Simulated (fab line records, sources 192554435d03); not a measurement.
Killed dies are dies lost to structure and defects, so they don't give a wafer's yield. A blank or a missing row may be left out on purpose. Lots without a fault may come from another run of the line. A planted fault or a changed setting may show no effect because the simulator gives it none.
Chamber matching | flow n5_finfet | N5_BEOL_M12_DESCUM_15 on rie_diel-05: 4 sister chambers
The step chemistry O2, time 7.9 s. 14 wafers are shown with their chamber, then 7 later ones without.

WAFERS WITH THEIR CHAMBER
wafer  | chamber | drypump_motor_current_A (A) | throttle_valve_pct (%) | showerhead_plenum_p_Torr (Torr)
L074.3 | 3       | 4.8                         | 20.64                  | 2.00
L074.4 | 1       | 6.4                         | 20.49                  | 1.99
L074.5 | 0       | 5.9                         | 19.91                  | 2.03
L078.1 | 3       | 4.9                         | 20.65                  | 2.00
L078.2 | 1       | 6.4                         | 20.48                  | 1.99
L078.6 | 1       | 6.4                         | 20.48                  | 1.99
L083.3 | 1       | 6.4                         | 20.50                  | 1.99
L083.5 | 3       | 4.9                         | 20.67                  | 2.00
L083.6 | 0       | 5.9                         | 19.94                  | 2.03
L087.1 | 3       | 4.9                         | 20.68                  | 1.99
L087.4 | 0       | 5.9                         | 19.95                  | 2.02
L087.6 | 3       | 4.9                         | 20.69                  | 1.99
L091.4 | 2       | 5.2                         | 20.16                  | 2.12
L091.5 | 0       | 6.0                         | 19.97                  | 2.02

SIGNATURES (means of the wafers above)
reading                  | chamber 0 | chamber 1 | chamber 2 | chamber 3 | scatter within a chamber
drypump_motor_current_A  | 5.925     | 6.400     | 5.200     | 4.880     | 0.0394
throttle_valve_pct       | 19.9425   | 20.4875   | 20.1600   | 20.6660   | 0.0197
showerhead_plenum_p_Torr | 2.0250    | 1.9900    | 2.1200    | 1.9960    | 0.00469
Rule: a wafer's distance from a chamber is the root of the sum, over the readings, of the square of ((its reading less the chamber's mean) divided by the reading's scatter). The wafer belongs to the nearest chamber; if the next one is less than 2 further off, it can't be placed. The scatter: the root of (the sum of the squares of (reading less its chamber's mean) over the shown wafers, divided by (wafers less chambers)).

WAFERS WITHOUT THEIR CHAMBER
wafer  | drypump_motor_current_A (A) | throttle_valve_pct (%) | showerhead_plenum_p_Torr (Torr)
L091.6 | 4.9                         | 20.70                  | 1.99
L090.2 | 5.9                         | 19.96                  | 2.02
L090.5 | 4.8                         | 20.72                  | 1.99
L090.6 | 6.0                         | 19.96                  | 2.02
L097.1 | 6.4                         | 20.53                  | 1.98
L097.2 | 6.0                         | 19.98                  | 2.02
L097.6 | 6.4                         | 20.55                  | 1.98

WHICH CHAMBER EACH WENT THROUGH
wafer  | from the rows above | in truth
L091.6 | 3                   | 3
L090.2 | 0                   | 0
L090.5 | 3                   | 3
L090.6 | 0                   | 0
L097.1 | 1                   | 1
L097.2 | 0                   | 0
L097.6 | 1                   | 1
Placed correctly: 7 of 7. Can't be placed from these rows: 0. Placed wrongly: 0.
